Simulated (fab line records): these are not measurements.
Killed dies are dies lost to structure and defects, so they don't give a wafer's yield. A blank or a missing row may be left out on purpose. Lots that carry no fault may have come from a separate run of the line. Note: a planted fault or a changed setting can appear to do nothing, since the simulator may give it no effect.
Commonality check across tools :: flow nand_harc :: 12 lots and 36 wafers in the sample

== REASON IT WAS OPENED ==
Flagged at NHARC_P_GATE_CD_MEAS_59: reading cd_nm, on 1 of 12 lots. No-fault wafers: 719.8 nm, standard deviation 1.3.
Rule: a lot is flagged in two cases, either no wafer of it has a number, or all its wafers with numbers fall more than 4 standard deviations from that mean. The rest of the lots are taken to be sound.

lot: L327
measured: day 5 13:13
on: cd_sem-01
cd_nm (nm), wafer by wafer: 717.7 719.2 719.9
flag: 

lot: L331
measured: day 7 17:16
on: cd_sem-01
cd_nm (nm), wafer by wafer: 695.9 695.1 693.2
flag: FLAGGED

lot: L342
measured: day 11 15:33
on: cd_sem-02
cd_nm (nm), wafer by wafer: 720.0 718.5 721.0
flag: 

lot: L341
measured: day 11 15:55
on: cd_sem-03
cd_nm (nm), wafer by wafer: 720.1 720.3 718.3
flag: 

lot: L343
measured: day 12 07:20
on: cd_sem-01
cd_nm (nm), wafer by wafer: 720.5 720.8 722.1
flag: 

lot: L344
measured: day 12 12:13
on: cd_sem-02
cd_nm (nm), wafer by wafer: 720.7 720.0 721.6
flag: 

lot: L345
measured: day 13 08:43
on: cd_sem-02
cd_nm (nm), wafer by wafer: 721.7 720.9 720.0
flag: 

lot: L346
measured: day 13 09:21
on: cd_sem-03
cd_nm (nm), wafer by wafer: 719.8 719.2 718.2
flag: 

lot: L347
measured: day 13 23:05
on: cd_sem-01
cd_nm (nm), wafer by wafer: 717.6 720.4 718.9
flag: 

lot: L348
measured: day 14 11:59
on: cd_sem-01
cd_nm (nm), wafer by wafer: 719.0 716.9 722.3
flag: 

lot: L349
measured: day 14 21:07
on: cd_sem-02
cd_nm (nm), wafer by wafer: 720.0 720.8 719.8
flag: 

lot: L350
measured: day 15 05:09
on: cd_sem-02
cd_nm (nm), wafer by wafer: 721.4 719.1 722.2
flag: 
The mean of the flagged lots' numbers is 694.7 nm, -25.1 nm from the usual (-19 standard deviations).

== WHICH TOOL EACH LOT WENT THROUGH ==
Before the reading, the record contains 3 process steps out of a 1302-step route. Each cell gives the tool, then ch followed by the chambers the sampled wafers passed through, then the start.
lot: L327
flag: 
NHARC_P_GATE_HM_DEP_102: acl_dep-03 ch 0, day 4 22:16
NHARC_P_GATE_ETCH_32: rie_si-06 ch 1,2, day 5 00:08
NHARC_P_GATE_EXPOSE_56: krf_scanner-01 ch 0, day 5 13:03

lot: L331
flag: FLAGGED
NHARC_P_GATE_HM_DEP_102: acl_dep-02 ch 0, day 7 02:05
NHARC_P_GATE_ETCH_32: rie_si-02 ch 0,3, day 7 04:03
NHARC_P_GATE_EXPOSE_56: krf_scanner-01 ch 0, day 7 17:06

lot: L342
flag: 
NHARC_P_GATE_HM_DEP_102: acl_dep-03 ch 0, day 11 00:28
NHARC_P_GATE_ETCH_32: rie_si-02 ch 0,1,2, day 11 02:20
NHARC_P_GATE_EXPOSE_56: krf_scanner-04 ch 0, day 11 15:24

lot: L341
flag: 
NHARC_P_GATE_HM_DEP_102: acl_dep-02 ch 0, day 11 00:35
NHARC_P_GATE_ETCH_32: rie_si-06 ch 0,3, day 11 02:33
NHARC_P_GATE_EXPOSE_56: krf_scanner-01 ch 0, day 11 15:46

lot: L343
flag: 
NHARC_P_GATE_HM_DEP_102: acl_dep-03 ch 0, day 11 14:28
NHARC_P_GATE_ETCH_32: rie_si-02 ch 0,1, day 11 16:27
NHARC_P_GATE_EXPOSE_56: krf_scanner-01 ch 0, day 12 07:10

lot: L344
flag: 
NHARC_P_GATE_HM_DEP_102: acl_dep-03 ch 0, day 11 21:30
NHARC_P_GATE_ETCH_32: rie_si-03 ch 0,2,3, day 11 23:23
NHARC_P_GATE_EXPOSE_56: krf_scanner-01 ch 0, day 12 12:04

lot: L345
flag: 
NHARC_P_GATE_HM_DEP_102: acl_dep-03 ch 0, day 12 17:53
NHARC_P_GATE_ETCH_32: rie_si-06 ch 0,1,2, day 12 19:47
NHARC_P_GATE_EXPOSE_56: krf_scanner-04 ch 0, day 13 08:34

lot: L346
flag: 
NHARC_P_GATE_HM_DEP_102: acl_dep-03 ch 0, day 12 18:31
NHARC_P_GATE_ETCH_32: rie_si-03 ch 0,2, day 12 20:23
NHARC_P_GATE_EXPOSE_56: krf_scanner-03 ch 0, day 13 09:11

lot: L347
flag: 
NHARC_P_GATE_HM_DEP_102: acl_dep-02 ch 0, day 13 07:55
NHARC_P_GATE_ETCH_32: rie_si-02 ch 0,2,3, day 13 09:55
NHARC_P_GATE_EXPOSE_56: krf_scanner-04 ch 0, day 13 22:55

lot: L348
flag: 
NHARC_P_GATE_HM_DEP_102: acl_dep-01 ch 0, day 13 20:46
NHARC_P_GATE_ETCH_32: rie_si-06 ch 0,1, day 13 22:51
NHARC_P_GATE_EXPOSE_56: krf_scanner-03 ch 0, day 14 11:50

lot: L349
flag: 
NHARC_P_GATE_HM_DEP_102: acl_dep-01 ch 0, day 14 06:19
NHARC_P_GATE_ETCH_32: rie_si-02 ch 0,1,2, day 14 08:07
NHARC_P_GATE_EXPOSE_56: krf_scanner-03 ch 0, day 14 20:58

lot: L350
flag: 
NHARC_P_GATE_HM_DEP_102: acl_dep-01 ch 0, day 14 14:10
NHARC_P_GATE_ETCH_32: rie_si-06 ch 1,3, day 14 16:13
NHARC_P_GATE_EXPOSE_56: krf_scanner-03 ch 0, day 15 04:59
What is done by these steps:
- NHARC_P_GATE_HM_DEP_102: deposits aC, target thk 120 nm.
- NHARC_P_GATE_ETCH_32: etches the open film in HBr/Cl2, target depth 150 nm, time 100.1 s.
- NHARC_P_GATE_EXPOSE_56: exposes mask P PSD, target cd 720 nm.
- NHARC_P_GATE_CD_MEAS_59: target cd 720 nm.

== FLAGGED AGAINST TOTAL, ONE TOOL AT A TIME (gauges that did the reading follow at the end) ==
step: NHARC_P_GATE_HM_DEP_102
tool: acl_dep-01
lots run: 3
flagged: 0
share of the flagged lots: none
sound lots run after its first flagged lot: -

step: NHARC_P_GATE_HM_DEP_102
tool: acl_dep-02
lots run: 3
flagged: 1
share of the flagged lots: all
sound lots run after its first flagged lot: 2 (L341,L347)

step: NHARC_P_GATE_HM_DEP_102
tool: acl_dep-03
lots run: 6
flagged: 0
share of the flagged lots: none
sound lots run after its first flagged lot: -

step: NHARC_P_GATE_ETCH_32
tool: rie_si-02
lots run: 5
flagged: 1
share of the flagged lots: all
sound lots run after its first flagged lot: 4 (L342,L343,L347,L349)

step: NHARC_P_GATE_ETCH_32
tool: rie_si-03
lots run: 2
flagged: 0
share of the flagged lots: none
sound lots run after its first flagged lot: -

step: NHARC_P_GATE_ETCH_32
tool: rie_si-06
lots run: 5
flagged: 0
share of the flagged lots: none
sound lots run after its first flagged lot: -

step: NHARC_P_GATE_EXPOSE_56
tool: krf_scanner-01
lots run: 5
flagged: 1
share of the flagged lots: all
sound lots run after its first flagged lot: 3 (L341,L343,L344)

step: NHARC_P_GATE_EXPOSE_56
tool: krf_scanner-03
lots run: 4
flagged: 0
share of the flagged lots: none
sound lots run after its first flagged lot: -

step: NHARC_P_GATE_EXPOSE_56
tool: krf_scanner-04
lots run: 3
flagged: 0
share of the flagged lots: none
sound lots run after its first flagged lot: -

step: NHARC_P_GATE_CD_MEAS_59
tool: cd_sem-01
lots run: 5
flagged: 1
share of the flagged lots: all
sound lots run after its first flagged lot: 3 (L343,L347,L348)

step: NHARC_P_GATE_CD_MEAS_59
tool: cd_sem-02
lots run: 5
flagged: 0
share of the flagged lots: none
sound lots run after its first flagged lot: -

step: NHARC_P_GATE_CD_MEAS_59
tool: cd_sem-03
lots run: 2
flagged: 0
share of the flagged lots: none
sound lots run after its first flagged lot: -

== WHAT THE TABLE PERMITS ==
4 rows of the table ran every flagged lot: acl_dep-02 at NHARC_P_GATE_HM_DEP_102, rie_si-02 at NHARC_P_GATE_ETCH_32, krf_scanner-01 at NHARC_P_GATE_EXPOSE_56, cd_sem-01 at NHARC_P_GATE_CD_MEAS_59.
- acl_dep-02 at NHARC_P_GATE_HM_DEP_102: 1 of its 3 lots flagged. Lots that were sound ran on it after the first flagged one (L341, L347); a persistent fault on the entire tool would not allow that.
- rie_si-02 at NHARC_P_GATE_ETCH_32: 1 of its 5 lots flagged. Lots that were sound ran on it after the first flagged one (L342, L343, L347, L349); a persistent fault on the entire tool would not allow that.
- krf_scanner-01 at NHARC_P_GATE_EXPOSE_56: 1 of its 5 lots flagged. Lots that were sound ran on it after the first flagged one (L341, L343, L344); a persistent fault on the entire tool would not allow that.
- cd_sem-01 at NHARC_P_GATE_CD_MEAS_59: 1 of its 5 lots flagged. Lots that were sound ran on it after the first flagged one (L343, L347, L348); a persistent fault on the entire tool would not allow that.
No row of the table ran every flagged lot and no sound lot after the first.

== WHAT THE SIMULATOR HAD INSERTED ==
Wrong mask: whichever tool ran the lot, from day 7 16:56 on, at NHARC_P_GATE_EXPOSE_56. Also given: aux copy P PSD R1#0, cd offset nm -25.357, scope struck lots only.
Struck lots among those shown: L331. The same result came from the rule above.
